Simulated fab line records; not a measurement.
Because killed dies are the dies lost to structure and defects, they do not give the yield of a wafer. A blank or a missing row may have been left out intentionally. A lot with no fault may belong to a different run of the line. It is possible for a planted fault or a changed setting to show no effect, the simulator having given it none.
Which of the tools did it? | flow n5 finfet | 24 lots, 72 wafers sampled, at 3 steps of a route of 1938

== WHAT THE GAUGES READ, wafer by wafer ==
N5_BEOL_M8_RS_MEAS_57: uses a four-point probe to measure. Usual: M8_RS typically reads 0.285 ohm/sq, with standard deviation 0.013.
lot  | measured     | on            | M8_RS (ohm/sq)    | flag
L075 | day 9 06:40  | film metro-01 | 0.277 0.293 0.294 |
L074 | day 9 12:58  | film metro-01 | 0.282 0.288 0.307 |
L076 | day 10 02:42 | film metro-01 | 0.294 0.274 0.265 |
L077 | day 10 03:00 | film metro-01 | 0.296 0.278 0.318 |
L079 | day 10 10:24 | film metro-02 | 0.266 0.294 0.296 |
L078 | day 10 15:11 | film metro-01 | 0.292 0.278 0.294 |
L080 | day 10 16:56 | film metro-02 | 0.297 0.302 0.293 |
L081 | day 10 19:12 | film metro-01 | 0.293 0.313 0.282 |
L082 | day 11 03:59 | film metro-02 | 0.304 0.269 0.273 |
L083 | day 11 08:13 | film metro-02 | 0.292 0.289 0.268 |
L084 | day 12 04:57 | film metro-02 | 0.285 0.295 0.306 |
L086 | day 13 00:18 | film metro-01 | 0.270 0.277 0.274 |
L087 | day 13 00:34 | film metro-01 | 0.308 0.308 0.274 |
L085 | day 13 02:33 | film metro-01 | 0.276 0.272 0.292 |
L088 | day 13 15:00 | film metro-01 | 0.289 0.293 0.305 |
L089 | day 13 15:08 | film metro-01 | 0.257 0.282 0.282 |
L091 | day 13 15:57 | film metro-01 | 0.271 0.281 0.270 |
L090 | day 13 16:07 | film metro-01 | 0.282 0.279 0.283 |
L093 | day 13 19:59 | film metro-02 | 0.281 0.289 0.279 |
L092 | day 13 20:15 | film metro-01 | 0.281 0.266 0.259 |
L094 | day 13 21:46 | film metro-01 | 0.283 0.270 0.291 |
L095 | day 15 00:53 | film metro-01 | 0.273 0.283 0.276 |
L096 | day 15 02:18 | film metro-02 | 0.277 0.266 0.275 |
L097 | day 15 16:19 | film metro-01 | 0.275 0.284 0.281 |

N5_BEOL_M9_OVL_MEAS_12. Usual: M9_OVL typically reads -0.7 nm, with standard deviation 0.76.
lot  | measured     | on         | M9_OVL (nm)    | flag
L075 | day 9 08:42  | overlay-02 | 0.3 -0.3 -0.2  |
L074 | day 9 15:41  | overlay-01 | 0.2 0.1 -0.1   |
L076 | day 10 04:05 | overlay-01 | -0.4 0.6 -0.6  |
L077 | day 10 04:46 | overlay-01 | 0.1 -0.6 -1.0  |
L079 | day 10 11:35 | overlay-02 | -0.3 -1.4 -1.7 |
L078 | day 10 16:29 | overlay-01 | -1.5 -1.5 -1.9 |
L080 | day 10 18:44 | overlay-02 | -0.8 -0.6 -0.4 |
L081 | day 10 20:59 | overlay-01 | -1.4 -0.7 -1.8 |
L082 | day 11 06:23 | overlay-01 | -0.5 0.3 -1.0  |
L083 | day 11 10:13 | overlay-02 | -0.1 -0.1 0.2  |
L084 | day 12 06:06 | overlay-01 | -0.4 -1.4 -1.4 |
L086 | day 13 01:49 | overlay-02 | 0.1 0.0 -0.5   |
L087 | day 13 02:41 | overlay-01 | -0.1 -0.3 -0.5 |
L085 | day 13 04:16 | overlay-01 | -1.6 -1.8 -0.6 |
L088 | day 13 17:14 | overlay-01 | 0.0 0.8 0.3    |
L089 | day 13 17:23 | overlay-01 | 0.6 0.6 -0.6   |
L091 | day 13 17:44 | overlay-02 | 0.2 -0.7 -1.1  |
L090 | day 13 17:53 | overlay-01 | -0.8 -1.2 -1.3 |
L093 | day 13 23:40 | overlay-02 | -0.8 0.2 0.0   |
L092 | day 13 23:50 | overlay-01 | -0.5 -1.2 -0.9 |
L094 | day 14 00:07 | overlay-01 | -0.7 0.3 -0.8  |
L095 | day 15 05:53 | overlay-02 | -0.6 -1.1 -1.3 |
L096 | day 15 06:17 | overlay-01 | 0.6 -0.6 -0.7  |
L097 | day 15 19:05 | overlay-02 | -1.8 -2.5 -1.7 |

== TOOL THAT RAN EACH LOT (tool first, then ch and the chambers of the sampled wafers, then the start) ==
lot  | N5_BEOL_M8_DEGAS_44
L075 | pvd sputter-02, day 9 04:25
L074 | pvd sputter-03, day 9 10:54
L076 | pvd sputter-03, day 10 00:03
L077 | pvd sputter-03, day 10 00:38
L079 | pvd sputter-01, day 10 08:10
L078 | pvd sputter-01, day 10 13:27
L080 | pvd sputter-03, day 10 15:21
L081 | pvd sputter-03, day 10 17:39
L082 | pvd sputter-01, day 11 02:25
L083 | pvd sputter-02, day 11 06:29
L084 | pvd sputter-02, day 12 02:51
L086 | pvd sputter-03, day 12 22:14
L087 | pvd sputter-03, day 12 22:46
L085 | pvd sputter-02, day 13 00:56
L088 | pvd sputter-03, day 13 13:28
L089 | pvd sputter-03, day 13 13:38
L091 | pvd sputter-02, day 13 14:18
L090 | pvd sputter-03, day 13 14:32
L093 | pvd sputter-03, day 13 17:29
L092 | pvd sputter-01, day 13 17:32
L094 | pvd sputter-01, day 13 19:51
L095 | pvd sputter-02, day 14 22:46
L096 | pvd sputter-02, day 14 23:56
L097 | pvd sputter-03, day 15 14:43
- N5_BEOL_M8_DEGAS_44: time 60 s.

== AS READ BY THE TOOLS THEMSELVES (means over the sampled wafers that have a number; for cases with no such wafer, the mark the record gives instead) ==
N5_BEOL_M8_DEGAS_44. Usual: heater power w 331 W, standard deviation 23.
lot  | tool           | heater power w (W) | flag
L075 | pvd sputter-02 | 321                |
L074 | pvd sputter-03 | 341                |
L076 | pvd sputter-03 | 346                |
L077 | pvd sputter-03 | 334                |
L079 | pvd sputter-01 | 308                |
L078 | pvd sputter-01 | 321                |
L080 | pvd sputter-03 | 333                |
L081 | pvd sputter-03 | 337                |
L082 | pvd sputter-01 | 326                |
L083 | pvd sputter-02 | 335                |
L084 | pvd sputter-02 | 332                |
L086 | pvd sputter-03 | 338                |
L087 | pvd sputter-03 | 335                |
L085 | pvd sputter-02 | 330                |
L088 | pvd sputter-03 | 341                |
L089 | pvd sputter-03 | 326                |
L091 | pvd sputter-02 | 316                |
L090 | pvd sputter-03 | 341                |
L093 | pvd sputter-03 | 339                |
L092 | pvd sputter-01 | 341                |
L094 | pvd sputter-01 | 324                |
L095 | pvd sputter-02 | 342                |
L096 | pvd sputter-02 | 322                |
L097 | pvd sputter-03 | 342                |

== THE ANSWER, worked out from the rows above alone ==
Rule: take the mean of a lot's wafers that have a number; if it is more than 3 standard deviations from the usual mean, the lot is off. A lot without any number at a reading at which 4 lots or more have one is off too. Where the step has rows for the other lots, those lots are counted as sound. After the gauges, taken in route order, come the tools' own readings; for these a lot's mean is taken, as printed above. At the first step where some lot is off, the reading lying furthest off is the one used; lots without a number count as furthest.
No lot is off at any reading shown: from this, nothing can be told.

== WHAT WAS PUT IN BY THE SIMULATOR ==
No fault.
